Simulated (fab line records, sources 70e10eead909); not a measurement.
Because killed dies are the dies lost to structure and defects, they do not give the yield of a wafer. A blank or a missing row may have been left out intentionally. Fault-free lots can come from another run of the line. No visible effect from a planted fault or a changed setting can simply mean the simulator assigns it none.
fab line records	flow nand_harc	part 1 of 2: steps 1 to 23 of 33
[record] lots = 5	wafers = 15	last_day = 32
route steps=1302 shown P_M2@324 P_BONDPAD@351
lots that met no fault: from a run of the same line without faults
start_h: the number of hours between the record's first day and the start of the first shown wafer of the lot	wait_h: time in hours since the lot's previous step	" same as the row above	L1.1+2: one row covering several wafers at once	- no value present, or no start provided	* or withheld: withheld	< > ~ a bound
route shown NAME@n: names a module that has steps shown in the file, with the first one's number in the route	usual: the fault-free wafers' mean and standard deviation	same: alike in all rows	chamber/n: place in a boat	sites: readings site by site	_std_site: the standard deviation of these	_edge_site: inner sites' mean taken away from outer sites' mean	radius_mm: how far each site lies from the wafer's centre	mask NAME#n: copy n	behind: tool/chamber where the wafer was last shaped	hold: cause of the lot's hold/its duration in hours/its outcome	device: whichever transistor did not switch (one of n, p or np)	end of line: the tests these same wafers got at the end of their route	a step given without rows: its recipe and nothing more	killed: dies that structure and defects cost at the first sort, which is not the same as the wafer's yield	map: dies across one wafer; x = killed, . = not, _ = none there
set.NAME: setting as actually run; set.NAME@STEP: the setting as run at that earlier step	model.NAME: the simulator's own value behind a step, which no gauge read
lots at selected steps of the route; one table per step, one row per wafer
services: the hour from which a tool's chamber was out of use, counted from the record's first day as start_h (under 0 if before that day), plus the number of hours and why
[[steps]]
[step NHARC_P_M2_EBR_05]
[usual] resist_line_temp_C = 23.00/0.096
lot.wafer	tool	chamber	start_h	wait_h	resist_line_temp_C
L079.2	litho_track-04	0	-	-	22.99
L079.4	"	0	"	"	22.90
L079.5	"	0	"	"	22.92
L082.1	litho_track-06	0	-	-	23.04
L082.3	"	0	"	"	23.15
L082.6	"	0	"	"	23.09
L086.2	litho_track-04	0	-	-	22.98
L086.3	"	0	"	"	22.95
L086.5	"	0	"	"	23.15
L088.2	litho_track-04	0	-	-	23.04
L088.3	"	0	"	"	22.88
L088.5	"	0	"	"	23.22
L095.1	litho_track-01	0	-	-	22.87
L095.4	"	0	"	"	23.01
L095.6	"	0	"	"	22.85
[step NHARC_P_M2_EXPOSE_06]
[recipe] na = 1.35	target_cd_nm = 170	dose_mj = 80.78	mask_id = P_M2
lot.wafer	tool	chamber	start_h	wait_h	mask
L079.2+4+5	arfi_scanner-03	0	175.06	-	P_M2#0
L082.1+3+6	arfi_scanner-01	0	209.00	-	P_M2#0
L086.2+3+5	arfi_scanner-01	0	247.82	-	P_M2#0
L088.2+3+5	arfi_scanner-03	0	271.84	-	P_M2#0
L095.1+4+6	arfi_scanner-02	0	342.17	-	P_M2#0
[step NHARC_P_M2_PEB_07]
[recipe] peb_temp_c = 100	peb_time_s = 65
[usual] plate_temp_C = 100.00/0.13	resist_line_temp_C = 23.01/0.093
lot.wafer	tool	chamber	start_h	wait_h	plate_temp_C	resist_line_temp_C
L079.2	litho_track-01	0	175.11	0.1	99.97	22.88
L079.4	"	0	"	"	100.02	22.98
L079.5	"	0	"	"	100.08	22.94
L082.1	litho_track-01	0	209.06	0.1	99.84	23.23
L082.3	"	0	"	"	100.03	23.02
L082.6	"	0	"	"	99.78	22.97
L086.2	litho_track-06	0	247.88	0.1	99.98	23.06
L086.3	"	0	"	"	99.96	23.06
L086.5	"	0	"	"	100.08	22.96
L088.2	litho_track-01	0	271.90	0.1	100.28	23.07
L088.3	"	0	"	"	99.97	22.89
L088.5	"	0	"	"	100.05	23.01
L095.1	litho_track-04	0	342.23	0.1	100.00	22.93
L095.4	"	0	"	"	100.09	22.88
L095.6	"	0	"	"	100.18	22.89
[step NHARC_P_M2_DEVELOP_08]
[recipe] develop_time_s = 35	dev_temp_c = 23
[usual] developer_temp_C = 22.98/0.11	resist_line_temp_C = 22.98/0.11
lot.wafer	tool	chamber	start_h	wait_h	developer_temp_C	resist_line_temp_C
L079.2	litho_track-01	0	-	-	23.08	23.06
L079.4	"	0	"	"	22.99	23.11
L079.5	"	0	"	"	22.89	23.09
L082.1	litho_track-01	0	-	-	22.88	23.00
L082.3	"	0	"	"	22.82	22.99
L082.6	"	0	"	"	22.99	22.89
L086.2	litho_track-06	0	-	-	23.02	23.03
L086.3	"	0	"	"	22.83	22.88
L086.5	"	0	"	"	22.95	22.78
L088.2	litho_track-01	0	-	-	22.81	23.10
L088.3	"	0	"	"	22.84	23.08
L088.5	"	0	"	"	22.78	23.18
L095.1	litho_track-04	0	-	-	22.93	22.92
L095.4	"	0	"	"	23.07	22.98
L095.6	"	0	"	"	22.86	22.93
[step NHARC_P_M2_CD_MEAS_09]
[recipe] target_cd_nm = 170	landing_energy_ev = 500
[usual] cd_nm = 170.0/0.77
lot.wafer	tool	chamber	start_h	wait_h	cd_nm
L079.2	cd_sem-01	0	175.19	-	170.6
L079.4	"	0	"	"	170.9
L079.5	"	0	"	"	170.5
L082.1	cd_sem-03	0	209.14	-	169.8
L082.3	"	0	"	"	169.5
L082.6	"	0	"	"	170.1
L086.2	cd_sem-02	0	247.96	-	170.5
L086.3	"	0	"	"	171.1
L086.5	"	0	"	"	169.9
L088.2	cd_sem-01	0	271.98	-	169.7
L088.3	"	0	"	"	170.2
L088.5	"	0	"	"	169.9
L095.1	cd_sem-03	0	342.31	-	169.2
L095.4	"	0	"	"	169.2
L095.6	"	0	"	"	169.6
[step NHARC_P_M2_OVL_MEAS_10]
[recipe] pitch_nm = 340
[usual] overlay_x_nm = 0.2/0.91	overlay_y_nm = 0.2/0.75
lot.wafer	tool	chamber	start_h	wait_h	overlay_x_nm	overlay_y_nm
L079.2	overlay-02	-	175.28	-	0.1	-0.7
L079.4	"	-	"	"	0.1	-0.6
L079.5	"	-	"	"	-0.5	-1.0
L082.1	overlay-02	-	209.23	-	1.2	0.3
L082.3	"	-	"	"	1.4	-0.5
L082.6	"	-	"	"	1.3	0.3
L086.2	overlay-01	-	248.04	-	-0.2	0.4
L086.3	"	-	"	"	-0.6	0.8
L086.5	"	-	"	"	-0.2	0.1
L088.2	overlay-01	-	272.07	-	0.7	-0.6
L088.3	"	-	"	"	1.0	-1.1
L088.5	"	-	"	"	0.2	-1.3
L095.1	overlay-01	-	342.40	-	1.5	0.1
L095.4	"	-	"	"	0.9	0.2
L095.6	"	-	"	"	1.5	0.3
[step NHARC_P_M2_INSPECT_11]
[usual] raw_defect_count = 4.8/2.4
lot.wafer	tool	chamber	start_h	wait_h	raw_defect_count
L079.2	defect_inspect-02	-	175.32	0.0	3
L079.4	"	-	"	"	7
L079.5	"	-	"	"	4
L082.1	defect_inspect-01	-	209.26	0.0	2
L082.3	"	-	"	"	8
L082.6	"	-	"	"	6
L086.2	defect_inspect-01	-	248.08	0.0	7
L086.3	"	-	"	"	6
L086.5	"	-	"	"	8
L088.2	defect_inspect-02	-	272.10	0.0	5
L088.3	"	-	"	"	1
L088.5	"	-	"	"	5
L095.1	defect_inspect-01	-	342.44	0.0	5
L095.4	"	-	"	"	3
L095.6	"	-	"	"	5
[step NHARC_P_M2_DESCUM_14]
[recipe] time_s = 3	o2_flow_sccm = 200	ar_flow_sccm = 0	bias_power_w = 0	chemistry = O2
[usual] drypump_motor_current_A = 5.8/0.46	oes_product_au = 0.996/0.011	rf_vpp_V = 57.9/0.94	showerhead_plenum_p_Torr = 1.91/0.088	throttle_valve_pct = 11.311/0.0084
lot.wafer	tool	chamber	start_h	wait_h	drypump_motor_current_A	oes_product_au	rf_hours_counter_h	rf_vpp_V	showerhead_plenum_p_Torr	throttle_valve_pct
L079.4	rie_diel-13	0	175.38	0.1	5.3	1.014	0	57.0	1.79	11.306
L079.2	"	3	"	"	5.7	1.000	0	57.3	1.88	11.322
L079.5	"	1	"	"	6.2	0.997	-	57.6	2.02	11.332
L082.1	rie_diel-03	3	209.33	0.1	5.7	0.985	5	58.2	1.84	11.297
L082.3	"	2	"	"	5.6	0.992	5	57.6	1.82	11.298
L082.6	"	3	"	"	5.8	0.995	-	57.9	1.84	11.308
L086.2	rie_diel-03	2	248.14	0.1	5.6	0.992	8	59.2	1.82	11.323
L086.3	"	3	"	"	5.8	0.978	8	58.1	1.83	11.314
L086.5	"	2	"	"	5.6	0.990	-	57.0	1.82	11.304
L088.2	rie_diel-03	1	272.18	0.1	6.0	0.999	7	57.2	1.97	11.304
L088.3	"	2	"	"	5.6	0.986	9	57.9	1.82	11.299
L088.5	"	0	"	"	6.6	0.995	-	58.3	1.95	11.311
L095.1	rie_diel-12	2	342.52	0.1	5.2	1.014	5	57.4	1.85	11.314
L095.4	"	3	"	"	6.7	0.991	5	57.6	1.90	11.308
L095.6	"	0	"	"	5.5	0.982	-	58.1	1.97	11.313
[step NHARC_P_M2_ETCH_35]
[recipe] target_depth_a = 400	overetch_a = 120	time_s = 43.94	ion_energy_ev = 200	n2_flow_sccm = 150	h2_flow_sccm = 150	ar_flow_sccm = 0	rf_w = 400	bias_w = 150	chemistry = N2/H2
[usual] drypump_motor_current_A = 5.8/0.45	oes_product_au = 0.997/0.01	rf_vpp_V = 430.6/2.7	showerhead_plenum_p_Torr = 2.04/0.097	throttle_valve_pct = 14.171/0.0084
lot.wafer	tool	chamber	start_h	wait_h	drypump_motor_current_A	oes_product_au	rf_hours_counter_h	rf_vpp_V	showerhead_plenum_p_Torr	throttle_valve_pct
L079.4	rie_diel-13	2	175.47	0.1	5.4	0.993	0	433.3	2.20	14.166
L079.2	"	3	"	"	5.7	1.002	0	429.7	2.00	14.174
L079.5	"	2	"	"	5.4	0.994	-	435.7	2.20	14.168
L082.1	rie_diel-03	2	209.41	0.1	5.6	0.990	5	427.3	1.94	14.169
L082.3	"	1	"	"	6.1	1.009	4	432.5	2.10	14.163
L082.6	"	3	"	"	5.8	0.994	-	427.9	1.95	14.186
L086.2	rie_diel-03	1	248.23	0.1	6.0	1.007	6	430.9	2.10	14.169
L086.3	"	0	"	"	6.6	0.994	7	431.0	2.08	14.177
L086.5	"	1	"	"	6.0	1.013	-	433.6	2.10	14.169
L088.3	rie_diel-03	2	272.29	0.1	5.6	0.993	9	428.4	1.94	14.169
L088.2	"	0	"	"	6.6	0.998	8	432.3	2.08	14.164
L088.5	"	3	"	"	5.8	0.977	-	429.0	1.95	14.171
L095.1	rie_diel-12	3	342.59	0.1	6.6	0.998	5	431.4	2.03	14.162
L095.4	"	1	"	"	5.9	1.001	5	429.7	2.01	14.167
L095.6	"	3	"	"	6.7	0.990	-	430.3	2.03	14.163
[step NHARC_P_M2_ETCH_15]
[recipe] target_depth_a = 1825	time_s = 91.2	c4f8_flow_sccm = withheld	ar_flow_sccm = 400	rf_w = 600	bias_w = 300	chemistry = C4F8/Ar
[usual] oes_product_au = 0.939/0.025	rf_vpp_V = 440.7/2.9
lot.wafer	tool	chamber	start_h	wait_h	oes_product_au	rf_hours_counter_h	rf_vpp_V
L079.2	rie_diel-13	1	-	-	0.945	0	443.5
L079.4	"	3	"	"	0.975	0	438.2
L079.5	"	1	"	"	0.947	-	445.1
L082.3	rie_diel-03	2	-	-	0.921	5	440.0
L082.1	"	0	"	"	0.932	5	441.8
L082.6	"	1	"	"	0.941	-	442.1
L086.3	rie_diel-03	3	-	-	0.915	8	439.4
L086.2	"	1	"	"	0.918	6	441.5
L086.5	"	2	"	"	0.902	-	439.2
L088.3	rie_diel-03	0	-	-	0.907	8	441.9
L088.2	"	1	"	"	0.917	7	442.9
L088.5	"	0	"	"	0.918	-	441.5
L095.1	rie_diel-12	1	-	-	0.940	5	440.4
L095.4	"	0	"	"	0.920	5	443.7
L095.6	"	2	"	"	0.933	-	437.8
[step NHARC_P_M2_CD_MEAS_16]
[usual] cd_nm = 169.9/1.1
lot.wafer	tool	chamber	start_h	wait_h	cd_nm
L079.2	cd_sem-01	-	175.68	-	169.9
L079.4	"	-	"	"	169.8
L079.5	"	-	"	"	169.6
L082.1	cd_sem-01	-	209.63	-	169.3
L082.3	"	-	"	"	170.1
L082.6	"	-	"	"	169.7
L086.2	cd_sem-01	-	248.45	-	170.3
L086.3	"	-	"	"	170.4
L086.5	"	-	"	"	170.1
L088.2	cd_sem-01	-	272.51	-	169.4
L088.3	"	-	"	"	169.8
L088.5	"	-	"	"	170.3
L095.1	cd_sem-03	-	342.80	-	169.1
L095.4	"	-	"	"	168.9
L095.6	"	-	"	"	169.8
[step NHARC_P_M2_STRIP_18]
[recipe] power_w = 1000	n2_flow_sccm = 150	h2_flow_sccm = 150	ar_flow_sccm = 0	bias_w = 0	chemistry = N2/H2
[usual] drypump_motor_current_A = 5.8/0.49	oes_product_au = 1.002/0.011	rf_vpp_V = 90.8/0.94	showerhead_plenum_p_Torr = 2.04/0.083	throttle_valve_pct = 14.172/0.009
lot.wafer	tool	chamber	start_h	wait_h	drypump_motor_current_A	oes_product_au	rf_hours_counter_h	rf_vpp_V	showerhead_plenum_p_Torr	throttle_valve_pct
L079.2	rie_diel-12	0	175.78	0.1	5.6	0.980	6.1	92.1	2.11	14.152
L079.4	"	2	"	"	5.2	1.003	7.0	90.6	1.98	14.175
L079.5	"	0	"	"	5.6	0.989	-	90.8	2.11	14.180
L082.1	rie_diel-12	3	209.70	0.1	6.6	1.005	8.3	90.2	2.03	14.173
L082.3	"	2	"	"	5.2	1.022	8.5	89.6	1.98	14.194
L082.6	"	0	"	"	5.6	1.007	-	90.1	2.11	14.178
L086.2	rie_diel-12	2	248.52	0.1	5.2	1.006	11.1	90.8	1.98	14.175
L086.3	"	1	"	"	6.0	0.999	11.3	90.1	2.01	14.164
L086.5	"	2	"	"	5.2	1.015	-	90.1	1.98	14.167
L088.3	rie_diel-13	3	272.60	0.1	5.7	1.012	5.4	90.2	2.00	14.165
L088.2	"	1	"	"	6.2	0.991	4.5	90.9	2.16	14.168
L088.5	"	0	"	"	5.2	1.025	-	87.4	1.90	14.160
L095.4	rie_diel-03	2	342.88	0.1	5.6	1.006	4.3	90.8	1.94	14.175
L095.1	"	3	"	"	5.8	1.003	4.1	90.8	1.95	14.159
L095.6	"	3	"	"	5.8	0.998	-	88.8	1.95	14.166
[step NHARC_P_M2_ETCH_28]
[recipe] target_depth_a = 300	over_etch_frac = 0.3	time_s = 72.99	ion_energy_ev = 150	cf4_flow_sccm = 50	n2_flow_sccm = 100	ar_flow_sccm = 150	rf_w = 300	bias_w = 100	chemistry = CF4/N2
[usual] drypump_motor_current_A = 5.8/0.47	oes_product_au = 1.000/0.011	rf_vpp_V = 314.1/1.9	showerhead_plenum_p_Torr = 2.62/0.099	throttle_valve_pct = 19.795/0.0091
lot.wafer	tool	chamber	start_h	wait_h	drypump_motor_current_A	oes_product_au	rf_hours_counter_h	rf_vpp_V	showerhead_plenum_p_Torr	throttle_valve_pct
L079.2	rie_diel-12	3	-	-	6.7	1.001	6.8	314.9	2.62	19.765
L079.4	"	1	"	"	5.9	1.005	6.4	313.6	2.59	19.803
L079.5	"	3	"	"	6.6	1.005	-	315.6	2.62	19.779
L082.1	rie_diel-12	0	-	-	5.6	0.996	8.3	314.4	2.71	19.792
L082.3	"	1	"	"	5.9	1.016	8.5	314.4	2.59	19.806
L082.6	"	0	"	"	5.6	0.997	-	316.1	2.71	19.801
L086.3	rie_diel-12	3	-	-	6.7	1.005	11.5	314.6	2.61	19.786
L086.2	"	0	"	"	5.6	1.001	11.7	315.9	2.71	19.784
L086.5	"	1	"	"	5.9	1.001	-	314.2	2.59	19.791
L088.2	rie_diel-13	0	-	-	5.2	1.006	5.0	311.5	2.46	19.798
L088.3	"	2	"	"	5.4	1.003	5.0	317.2	2.81	19.795
L088.5	"	0	"	"	5.2	1.014	-	311.5	2.46	19.787
L095.1	rie_diel-03	0	-	-	6.7	1.017	4.5	314.9	2.67	19.783
L095.4	"	1	"	"	6.0	0.975	4.6	314.1	2.69	19.776
L095.6	"	0	"	"	6.6	1.006	-	315.1	2.67	19.805
[step NHARC_P_M2_STRIP_19]
[recipe] time_s = 600	temp_c = 30	chemistry = post_etch_residue_remover
lot.wafer	tool	chamber	start_h	wait_h
L079.5+2+4	wet_bench-08	0,2,3	176.14	-
L082.6+1+3	wet_bench-08	3,4,5	210.09	-
L086.5+3+2	wet_bench-08	7,3,4	248.89	-
L088.2+5+3	wet_bench-08	1,3,5	272.98	-
L095.6+1+4	wet_bench-10	3,6,0	343.25	-
[step NHARC_P_M2_DEGAS_29]
[recipe] temp_c = 250	time_s = 60
[usual] heater_power_w = 359/36	susceptor_temp_C = 250.00/0.18
lot.wafer	tool	chamber	start_h	wait_h	heater_power_w	susceptor_temp_C
L079.4	pvd_sputter-01	-	176.39	-	370	249.71
L079.2	"	-	"	"	350	250.07
L079.5	"	-	"	"	362	250.35
L082.1	pvd_sputter-02	-	210.34	-	382	250.08
L082.3	"	-	"	"	310	250.04
L082.6	"	-	"	"	381	249.98
L086.3	pvd_sputter-02	-	249.18	-	311	-
L086.2	"	-	"	"	354	-
L086.5	"	-	"	"	305	-
L088.2	pvd_sputter-03	-	273.25	-	399	-
L088.3	"	-	"	"	303	-
L088.5	"	-	"	"	301	-
L095.4	pvd_sputter-02	-	343.52	-	363	250.17
L095.1	"	-	"	"	361	250.21
L095.6	"	-	"	"	372	249.93
[step NHARC_P_M2_PRE_CLEAN_30]
[recipe] time_s = 30	temp_c = 280	gas = H2/He
[usual] heater_power_w = 442/42	susceptor_temp_C = 280.01/0.2
lot.wafer	tool	chamber	start_h	wait_h	heater_power_w	susceptor_temp_C
L079.4	pvd_sputter-01	-	-	-	445	280.09
L079.2	"	-	"	"	483	280.26
L079.5	"	-	"	"	414	279.75
L082.1	pvd_sputter-02	-	-	-	498	279.67
L082.3	"	-	"	"	369	279.86
L082.6	"	-	"	"	501	279.94
L086.3	pvd_sputter-02	-	-	-	444	280.26
L086.2	"	-	"	"	465	279.87
L086.5	"	-	"	"	502	280.11
L088.2	pvd_sputter-03	-	-	-	371	279.98
L088.3	"	-	"	"	440	280.05
L088.5	"	-	"	"	370	280.17
L095.4	pvd_sputter-02	-	-	-	454	-
L095.1	"	-	"	"	375	-
L095.6	"	-	"	"	448	-
[step NHARC_P_M2_PVD_20]
[recipe] target_thk_a = 50	bias_v = 168.6	power_w = 15000	chamber_pressure_pa = 0.12	time_s = 8.06	substrate_temp_c = 50	material = TaN
[usual] throttle_valve_pct = 30.0/1
lot.wafer	tool	chamber	start_h	wait_h	throttle_valve_pct
L079.2	pvd_sputter-01	-	-	-	31.9
L079.4	"	-	"	"	29.2
L079.5	"	-	"	"	29.4
L082.3	pvd_sputter-02	-	-	-	29.3
L082.1	"	-	"	"	30.7
L082.6	"	-	"	"	30.6
L086.2	pvd_sputter-02	-	-	-	30.9
L086.3	"	-	"	"	29.2
L086.5	"	-	"	"	31.0
L088.3	pvd_sputter-03	-	-	-	28.4
L088.2	"	-	"	"	29.3
L088.5	"	-	"	"	30.8
L095.4	pvd_sputter-02	-	-	-	31.8
L095.1	"	-	"	"	30.7
L095.6	"	-	"	"	29.7
[step NHARC_P_M2_PVD_21]
[recipe] target_thk_a = 300	chamber_pressure_pa = 5	power_w = 5000	substrate_temp_c = 30	time_s = 20.49	material = Cu
[usual] throttle_valve_pct = 30.1/1
lot.wafer	tool	chamber	start_h	wait_h	throttle_valve_pct
L079.4	pvd_sputter-01	-	-	-	29.2
L079.2	"	-	"	"	28.3
L079.5	"	-	"	"	28.9
L082.1	pvd_sputter-02	-	-	-	29.7
L082.3	"	-	"	"	30.7
L082.6	"	-	"	"	31.4
L086.3	pvd_sputter-02	-	-	-	31.0
L086.2	"	-	"	"	30.6
L086.5	"	-	"	"	29.3
L088.3	pvd_sputter-03	-	-	-	30.3
L088.2	"	-	"	"	29.6
L088.5	"	-	"	"	30.3
L095.4	pvd_sputter-02	-	-	-	29.5
L095.1	"	-	"	"	31.7
L095.6	"	-	"	"	29.5
[step NHARC_P_M2_ECD_22]
[recipe] target_thk_a = 4000	bath_temp_c = 25	material = Cu
lot.wafer	tool	chamber	start_h	wait_h
L079.2+4+5	ecd_cu-02	0,1,1	176.81	-
L082.1+3+6	ecd_cu-01	1,1,0	210.71	-
L086.2+3+5	ecd_cu-01	1,0,0	249.61	-
L088.2+3+5	ecd_cu-01	1,0,1	273.61	-
L095.1+4+6	ecd_cu-02	0	343.93	-
[step NHARC_P_M2_ANNEAL_31]
[recipe] temp_c = 225	time_s = 90
[usual] wafer_temp_C_max = 226.0/0.31
lot.wafer	tool	chamber	start_h	wait_h	wafer_temp_C_max
L079.2	rtp_anneal-02	0	177.18	-	226.5
L079.4	"	0	"	"	226.2
L079.5	"	0	"	"	226.4
L082.1	rtp_anneal-02	0	211.09	-	226.3
L082.3	"	0	"	"	226.1
L082.6	"	0	"	"	226.0
L086.2	rtp_anneal-01	0	250.04	-	225.7
L086.3	"	0	"	"	225.7
L086.5	"	0	"	"	226.0
L088.2	rtp_anneal-01	0	274.06	-	226.2
L088.3	"	0	"	"	225.6
L088.5	"	0	"	"	225.9
L095.1	rtp_anneal-01	0	344.25	-	225.8
L095.4	"	0	"	"	225.6
L095.6	"	0	"	"	226.1
[step NHARC_P_M2_CMP_23]
[recipe] t_overpolish_s = 20	target_thk_nm = 144.3
[usual] motor_current_A = 12.1/1.2	slurry_filter_dp_kPa = 13.50/0.14	time_to_endpoint_s = 31/3.3
lot.wafer	tool	chamber	start_h	wait_h	motor_current_A	slurry_filter_dp_kPa	time_to_endpoint_s
L079.2	cmp-04	2	177.48	-	11.7	13.71	32
L079.4	"	0	"	"	11.1	13.46	29
L079.5	"	2	"	"	12.0	13.68	31
L082.1	cmp-02	3	211.43	-	13.4	13.52	28
L082.3	"	0	"	"	13.1	13.61	26
L082.6	"	0	"	"	12.8	13.52	26
L086.3	cmp-02	0	250.33	-	13.6	13.80	25
L086.2	"	3	"	"	13.6	13.51	27
L086.5	"	0	"	"	12.7	13.54	24
L088.3	cmp-01	2	274.38	-	10.4	13.22	37
L088.2	"	3	"	"	12.6	13.52	38
L088.5	"	1	"	"	14.1	13.39	30
L095.1	cmp-04	1	344.63	-	12.4	13.42	33
L095.4	"	3	"	"	11.0	13.37	35
L095.6	"	0	"	"	11.6	13.70	27
[step NHARC_P_M2_THK_MEAS_24]
[recipe] thk_meas_gauge = xrf
[usual] thk_nm = 145.1/1.9
lot.wafer	tool	chamber	start_h	wait_h	thk_nm
L079.2	film_metro-01	-	177.80	-	144.4
L079.4	"	-	"	"	145.1
L079.5	"	-	"	"	145.6
L082.1	film_metro-02	-	211.75	-	141.5
L082.3	"	-	"	"	141.3
L082.6	"	-	"	"	141.9
L086.2	film_metro-01	-	250.65	-	145.1
L086.3	"	-	"	"	142.6
L086.5	"	-	"	"	143.5
L088.2	film_metro-01	-	274.67	-	147.6
L088.3	"	-	"	"	146.7
L088.5	"	-	"	"	145.4
L095.1	film_metro-02	-	344.91	-	146.6
L095.4	"	-	"	"	146.3
L095.6	"	-	"	"	144.5
[step NHARC_P_M2_SRD_25]
lot.wafer	tool	chamber	start_h	wait_h
L079.4+5+2	wet_bench-10	3,4,5	177.85	0.0
L082.1+3+6	wet_bench-10	4,7,0	211.79	0.0
L086.2+3+5	wet_bench-08	1,2,6	250.69	0.0
L088.2+5+3	wet_bench-08	0,1,2	274.71	0.0
L095.4+6+1	wet_bench-10	6,7,0	344.96	0.0
